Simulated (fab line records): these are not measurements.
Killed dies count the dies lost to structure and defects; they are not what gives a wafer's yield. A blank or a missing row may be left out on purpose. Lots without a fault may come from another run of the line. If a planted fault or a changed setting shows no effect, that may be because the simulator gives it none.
2 desks looking at one fault ; flow n5Finfet ; what lay behind the numbers comes last; until then each desk has only its own
Where a reading is given only as a bound, like >300, the bound stands for it, and a mean or a difference that rests on one is marked > or <: the true number lies beyond.

## THE DEFECT DESK
Counts from the inspections along the route, per lot, as means over the sampled wafers that have a number. The brackets show how far a lot's mean lies from the usual mean; more than 4 standard deviations puts the lot out of limits, marked OUT.
Columns: A = rawDefectCount at N5_BEOL_M12_INSPECT_55, usual 70; B = rawDefectCount at N5_BEOL_M13_INSPECT_30, usual 2.2
lot;first seen here;A;B
L593;day 11 03:25;73;2.0
L594;day 11 09:08;59;1.3
L597;day 12 04:41;72;>300 (+99 or more) OUT
L598;day 12 13:08;77;>300 (+99 or more) OUT
L610;day 15 22:47;63;2.3
L607;day 15 22:55;75;1.0
L613;day 16 08:11;62;2.0
L615;day 16 23:17;61;3.0
L612;day 16 23:52;81;2.0
L611;day 17 00:22;102;2.3
L614;day 17 05:22;56;1.7
This desk's finding: out of limits on L597, L598; first on L597, day 12 06:18 (rawDefectCount at N5_BEOL_M13_INSPECT_30). Within limits: L593, L594, L610, L607, L613, L615, L612, L611, L614.

## TOOL OWNER'S DESK, plasmaAsher-01
The tool's own readings at N5_BEOL_M13_STRIP_63 (strips in N2/H2): means of the sampled wafers that have a number, for each lot that ran on this tool. The brackets show how far a lot's mean lies from the usual mean; more than 4 standard deviations puts the lot out of limits, marked OUT.
Columns: A = chamberPressureMTorr at N5_BEOL_M13_STRIP_63, usual 1000.0 mTorr; B = drypumpMotorCurrentA at N5_BEOL_M13_STRIP_63, usual 5.97 A; C = heaterPowerW at N5_BEOL_M13_STRIP_63, usual 314 W; D = oesProductAu at N5_BEOL_M13_STRIP_63, usual 0.675 a.u.; E = stripTimeToEndpointS at N5_BEOL_M13_STRIP_63, usual 28.1 s; F = tempC at N5_BEOL_M13_STRIP_63, usual 250.00 C
lot;first seen here;A;B;C;D;E;F
L593;day 11 04:20;999.7;6.03;339;0.676;27.3;250.10
L597;day 12 05:43;999.7;5.95;330;0.672;28.6;250.04
L598;day 12 14:10;999.9;6.03;341;0.673;28.7;250.03
L610;day 16 00:01;999.7;5.98;329;0.677;29.1;250.06
L607;day 16 00:08;1000.3;6.03;339;0.681;29.1;250.11
L613;day 16 09:13;1001.0;5.91;322;0.673;28.1;249.83
L615;day 17 00:20;999.7;5.96;334;0.676;28.3;249.96
L612;day 17 00:49;1000.4;5.96;327;0.676;27.3;249.91
L614;day 17 06:24;1000.4;5.96;329;0.677;28.5;249.78
This desk's finding: nothing out of limits on any of the 9 lots.

## TAKEN TOGETHER
The defect desk could have raised an alarm at day 12 06:18, on L597, L598.
Nothing out of limits was seen by the tool owner's desk.
On record at the tool owner's desk: L597, L598, within its limits.
N5_BEOL_M13_STRIP_63 was run on plasmaAsher-01 by each of the lots named.

## WHAT THE SIMULATOR HAD INSERTED
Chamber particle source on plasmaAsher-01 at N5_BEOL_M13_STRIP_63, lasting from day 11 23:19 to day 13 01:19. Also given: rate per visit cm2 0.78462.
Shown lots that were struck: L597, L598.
Hours from the fault's start to each desk's first reading out of limits: the defect desk, 7.
